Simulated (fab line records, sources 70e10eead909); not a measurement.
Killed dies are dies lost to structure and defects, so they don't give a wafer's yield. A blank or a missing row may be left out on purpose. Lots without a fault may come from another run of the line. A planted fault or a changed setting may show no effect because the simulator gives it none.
fab line records | flow nand_harc
record lots=6 wafers=18 last_day=33
route steps=1302 shown A_CONTACT@1022 END@1302
lots that met no fault: from a run of the same line without faults
start_h: hours from the record's first day to the start of the lot's first wafer shown | wait_h: hours since the lot's step before | " the same as in the row above | L1.1+2: a row that stands for several wafers | - no value, or no start given | * or withheld: withheld | < > ~ a bound
route shown NAME@n: a module of which the file shows steps, and the number in the route of the first | usual: mean/standard deviation of fault-free wafers | same: alike in all rows | chamber/n: place in a boat | sites: the reading at each site | _std_site: their standard deviation | _edge_site: outer sites' mean less inner sites' | radius_mm: how far each site lies from the wafer's centre | mask NAME#n: copy n | behind: the tool/chamber that last shaped the wafer | hold: why the lot was held/for how many hours/how that ended | device: the transistor (n, p or np) that didn't switch | end of line: the same wafers' tests at the end of the route | a step without rows: its recipe alone | killed: dies lost to structure and defects at the first sort, not the wafer's yield | map: a wafer's dies, x killed, . not, _ none there
set.NAME: the setting as run; set.NAME@STEP: as run at that earlier step | model.NAME: the simulator's own value behind a step, which no gauge read
lots at some steps of the route; a table a step, a row a wafer
services: from which hour (start_h, from the record's first day; less than 0 if before it) a tool's chamber was out of use, for how many hours, and why
## steps
# step NHARC_A_CONTACT_STRIP_100
# recipe cf4_flow_sccm=100 chf3_flow_sccm=30 ar_flow_sccm=0 bias_w=0 chemistry=CF4/CHF3
# step NHARC_A_CONTACT_STRIP_101
# recipe o2_flow_sccm=400 cos_flow_sccm=20 ar_flow_sccm=0 bias_w=0 chemistry=O2/COS
# step NHARC_A_CONTACT_ETCH_102
# recipe target_depth_a=1000 overetch_a=100 time_s=55 ion_energy_ev=100 cf4_flow_sccm=80 o2_flow_sccm=20 ar_flow_sccm=0 rf_w=300 bias_w=100 chemistry=CF4/O2
# usual cf4_flow_sccm=80.01/0.24 drypump_motor_current_A=5.9/0.52 oes_o_777_au=1.001/0.0042 oes_product_au=0.995/0.011 rf_vpp_V=197.9/1.4 showerhead_plenum_p_Torr=1.34/0.057 throttle_valve_pct=13.397/0.0084
# same time_s=55
# columns lot.wafer tool chamber start_h wait_h cf4_flow_sccm drypump_motor_current_A oes_o_777_au oes_product_au rf_hours_counter_h rf_vpp_V showerhead_plenum_p_Torr throttle_valve_pct
L341.1 rie_diel-03 1 507.41 0.1 80.06 5.3 0.999 0.983 10 198.5 1.37 13.403
L341.2 " 2 " " 79.98 6.1 1.002 1.000 9 196.5 1.25 13.411
L341.5 " 2 " " 80.33 6.1 1.001 0.999 - 195.1 1.25 13.392
L348.2 rie_diel-10 1 588.58 0.1 79.91 6.5 1.004 0.979 27 197.0 1.36 13.408
L348.1 " 2 " " 80.09 5.8 1.002 0.993 27 198.6 1.41 13.398
L348.4 " 0 " " 80.09 5.3 1.002 0.988 31 200.6 1.34 13.391
L351.4 rie_diel-13 2 605.60 0.1 79.63 6.6 1.001 1.003 27 197.0 1.29 13.394
L351.3 " 3 " " 79.98 5.5 1.004 0.987 19 196.9 1.25 13.387
L351.5 " 0 " " 80.00 5.5 0.997 0.990 - 199.0 1.43 13.406
L359.1 rie_diel-10 3 689.88 0.1 79.98 6.5 1.004 1.013 12 198.6 1.31 13.395
L359.2 " 0 " " 80.17 5.3 1.003 1.005 14 198.7 1.34 13.377
L359.6 " 1 " " 80.44 6.5 1.003 0.974 - 197.7 1.36 13.410
L360.3 rie_diel-10 2 715.87 0.1 79.91 5.8 1.005 0.989 20 201.1 1.41 13.401
L360.4 " 3 " " 79.96 6.6 1.005 0.992 17 197.4 1.31 13.404
L360.6 " 2 " " 80.07 5.7 0.995 0.983 - 200.8 1.41 13.388
L361.1 rie_diel-13 2 725.26 0.1 80.04 6.6 0.999 1.010 6 197.4 1.28 13.399
L361.3 " 0 " " 80.06 5.5 0.996 0.990 6 200.2 1.42 13.403
L361.2 " 1 " " 79.63 5.3 0.995 1.012 6 197.2 1.24 13.404
# step NHARC_A_CONTACT_STRIP_55
# recipe o2_flow_sccm=500 ar_flow_sccm=0 bias_w=0 chemistry=O2
# usual drypump_motor_current_A=5.9/0.53 oes_product_au=0.997/0.01 rf_vpp_V=57.8/0.85 showerhead_plenum_p_Torr=3.54/0.14 throttle_valve_pct=17.037/0.0082
# columns lot.wafer tool chamber start_h wait_h drypump_motor_current_A oes_product_au rf_hours_counter_h rf_vpp_V showerhead_plenum_p_Torr throttle_valve_pct
L341.2 rie_diel-03 3 - - 5.3 0.997 10 57.1 3.77 17.051
L341.1 " 1 " " 5.4 0.986 10 58.7 3.61 17.036
L341.5 " 2 " " 6.1 1.000 - 57.4 3.31 17.039
L348.2 rie_diel-10 2 - - 5.8 0.997 27 58.6 3.72 17.044
L348.4 " 3 " " 6.6 0.998 31 58.0 3.48 17.054
L348.1 " 0 " " 5.3 0.995 31 57.8 3.55 17.037
L351.4 rie_diel-13 0 - - 5.5 0.989 18 57.9 3.76 17.022
L351.3 " 1 " " 5.4 1.009 27 58.6 3.32 17.049
L351.5 " 3 " " 5.5 0.991 - 56.6 3.32 17.030
L359.1 rie_diel-10 2 - - 5.8 0.990 15 58.8 3.71 17.043
L359.2 " 1 " " 6.5 0.978 14 57.7 3.58 17.040
L359.6 " 2 " " 5.8 0.994 - 58.3 3.71 17.036
L360.3 rie_diel-10 2 - - 5.8 0.990 20 56.8 3.71 17.036
L360.4 " 3 " " 6.6 0.996 17 57.6 3.47 17.054
L360.6 " 0 " " 5.3 0.989 - 57.7 3.54 17.035
L361.3 rie_diel-13 2 - - 6.6 1.004 7 58.5 3.38 17.032
L361.1 " 0 " " 5.5 0.982 7 57.8 3.74 17.046
L361.2 " 1 " " 5.4 1.017 6 57.2 3.29 17.037
# step NHARC_A_CONTACT_STRIP_56
# recipe time_s=600 temp_c=30 chemistry=post_etch_residue_remover
# step NHARC_A_CONTACT_DEP_57
# recipe target_thk_a=53000 temp_c=400 material=aC
# usual susceptor_temp_C=399.94/0.19 throttle_valve_pct=35.000/0.0095
# columns lot.wafer tool chamber start_h wait_h susceptor_temp_C throttle_valve_pct
L341.1 acl_dep-02 0 508.08 - 399.86 35.002
L341.2 " 0 " " 399.60 35.017
L341.5 " 0 510.23 - 399.54 35.002
L348.1 acl_dep-01 0 591.50 - - 34.981
L348.2 " 0 " " - 35.006
L348.4 " 0 593.10 - - 35.004
L351.3 acl_dep-03 0 608.25 - 400.28 35.000
L351.4 " 0 " " 399.57 34.997
L351.5 " 0 " " 399.75 34.999
L359.1 acl_dep-02 0 690.53 - - 35.003
L359.2 " 0 " " - 35.004
L359.6 " 0 693.18 - - 34.995
L360.3 acl_dep-03 0 718.73 - 400.36 35.000
L360.4 " 0 " " 400.07 34.995
L360.6 " 0 720.36 - 400.10 34.979
L361.1 acl_dep-03 0 725.99 - 399.52 35.010
L361.2 " 0 " " 399.83 34.996
L361.3 " 0 " " 399.95 35.003
# step NHARC_A_CONTACT_DEP_58
# recipe target_thk_a=900 target_thk_nm=90 temp_c=400 pressure_torr=3.5 flow_sccm=200 rf_w=350 material=SiON
# usual heater_power_w=711/77 susceptor_temp_C=400.02/0.23
# columns lot.wafer tool chamber start_h wait_h heater_power_w susceptor_temp_C
L341.2 pecvd-02 2 511.48 2.3 674 400.20
L341.1 " 0 " " 767 399.87
L341.5 " 2 " " 675 400.00
L348.1 pecvd-01 1 594.74 2.7 762 400.16
L348.2 " 2 " " 694 399.94
L348.4 " 2 " " 655 399.97
L351.3 pecvd-03 0 610.42 1.6 628 399.60
L351.4 " 0 " " 614 399.46
L351.5 " 1 " " 682 400.01
L359.2 pecvd-02 0 693.73 2.1 818 399.82
L359.1 " 2 " " 638 400.09
L359.6 " 0 " " 827 399.98
L360.3 pecvd-03 2 720.92 1.6 726 400.40
L360.4 " 2 " " 735 400.32
L360.6 " 1 " " 664 399.83
L361.1 pecvd-03 1 729.25 2.7 670 399.76
L361.2 " 2 " " 758 400.02
L361.3 " 0 " " 606 399.97
# step NHARC_A_CONTACT_DEHYDRATE_59
# recipe temp_c=150 time_s=120
# step NHARC_A_CONTACT_HMDS_60
# recipe time_s=30
# step NHARC_A_CONTACT_COAT_61
# recipe temp_c=260 time_s=75
# step NHARC_A_CONTACT_COAT_62
# recipe temp_c=225 time_s=65
# step NHARC_A_CONTACT_COAT_63
# recipe spin_rpm=1500 resist_thk_nm=90
# step NHARC_A_CONTACT_SOFTBAKE_64
# recipe temp_c=105 time_s=55
# usual heater_power_total_W=188.48/0.14
# columns lot.wafer tool chamber start_h wait_h heater_power_total_W
L341.1 litho_track-06 0 511 - 188.80
L341.2 " 0 " " 188.44
L341.5 " 0 " " 188.70
L348.1 litho_track-04 0 594 - 222.68
L348.2 " 0 " " 223.11
L348.4 " 0 " " 222.52
L351.3 litho_track-04 0 610 - 222.61
L351.4 " 0 " " 222.93
L351.5 " 0 " " 222.43
L359.1 litho_track-01 0 694 - 188.40
L359.2 " 0 " " 188.44
L359.6 " 0 " " 188.58
L360.3 litho_track-04 0 721 - 188.48
L360.4 " 0 " " 188.41
L360.6 " 0 " " 188.49
L361.1 litho_track-06 0 729 - 188.79
L361.2 " 0 " " 188.43
L361.3 " 0 " " 188.45
# step NHARC_A_CONTACT_EBR_65
# step NHARC_END_SORT_01
# recipe temp_c=25
# usual killed_at_array=52/18 killed_at_other=1.2/1.5 killed_at_periphery=4/3.2 killed_dies=57/17 killed_open=3.1/1.9 killed_short=2.5/1.7
# same gross_dies=677
# columns lot.wafer tool chamber start_h wait_h killed_at_array killed_at_other killed_at_periphery killed_dies killed_open killed_short
L348.1 prober-01 0 655.24 2.5 37 1 10 48 8 1
L348.2 prober-01 0 656.04 2.8 29 0 4 33 3 2
L348.4 prober-01 0 657.65 3.4 23 0 3 26 1 3
# killed by level:class
L348.1 A_CHANNEL_HOLE_D2:chamber_film_flake=12 A_CHANNEL_HOLE_D1:chamber_film_flake=7 A_STAIRCASE:chamber_film_flake=7 P_CONTACT:chamber_film_flake=5 A_CHANNEL_FILL_D2:chamber_film_flake=3 P_GATE:geometric_particle:open=1 P_M0:geometric_particle:open=1 P_M1:geometric_particle:open=1
L348.2 A_CHANNEL_HOLE_D2:chamber_film_flake=9 A_STAIRCASE:chamber_film_flake=6 A_CHANNEL_HOLE_D1:chamber_film_flake=4 A_SLIT:chamber_film_flake=3 P_CONTACT:chamber_film_flake=2 A_CONTACT:chamber_film_flake=2 P_M0:geometric_particle:open=1 P_M1:geometric_particle:open=1
L348.4 A_CHANNEL_HOLE_D2:chamber_film_flake=7 A_CHANNEL_HOLE_D1:chamber_film_flake=4 P_CONTACT:chamber_film_flake=3 A_STAIRCASE:chamber_film_flake=3 A_ONON_D1:geometric_particle:short=2 A_SLIT:chamber_film_flake=2 A_CONTACT:chamber_film_flake=2 A_CHANNEL_HOLE_D2:geometric_particle:short=1
## services
# columns tool chamber start_h hours kind
acl_dep-03 - 484.42 13.0 pm
pecvd-02 0 486.27 6.3 repair
pecvd-02 - 516.82 0.7 repair
rie_diel-13 - 521.62 9.0 pm
litho_track-06 - 529.00 7.0 pm
rie_diel-03 - 533.13 0.7 repair
rie_diel-03 2 543.29 7.7 repair
litho_track-04 - 553.00 7.0 pm
pecvd-03 - 555.42 13.0 pm
rie_diel-10 0 565.13 10.6 repair
rie_diel-10 1 570.87 4.5 repair
pecvd-02 - 589.29 13.0 pm
rie_diel-10 3 596.81 1.9 repair
rie_diel-10 - 596.95 9.0 pm
acl_dep-02 - 606.87 13.0 pm
rie_diel-03 2 625.40 19.0 repair
rie_diel-10 - 641.96 0.8 repair
rie_diel-10 1 648.03 4.8 repair
rie_diel-10 3 651.17 4.0 repair
acl_dep-03 - 666.12 13.0 pm
rie_diel-13 - 698.62 9.0 pm
pecvd-03 - 700.83 1.0 repair
rie_diel-13 3 712.09 16.9 repair
litho_track-04 - 728.00 7.0 pm
## key
first_sign step=NHARC_A_CONTACT_SOFTBAKE_64 reading=heater_power_total_W direction=up sigmas=99+ usual=* struck=*
effect none on later readings
met_at NHARC_A_CONTACT_SOFTBAKE_64
struck_wafers L348.1,L348.2,L348.4,L351.3,L351.4,L351.5
tester_left_out L348,L351
fault kind=process_parameter_drift tool=litho_track-04 chamber=- onset_h=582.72 steps=NHARC_A_CONTACT_SOFTBAKE_64 channel=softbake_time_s offset=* shape=step end_h=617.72 acts_in=* stated=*
# tester_left_out: of these lots the tester's yield and bins aren't shown, on N5 and GAA mostly nor the transistor test; their killed dies are dies lost to structure and defects alone, not to doping, threshold or leakage, so they don't give the yield
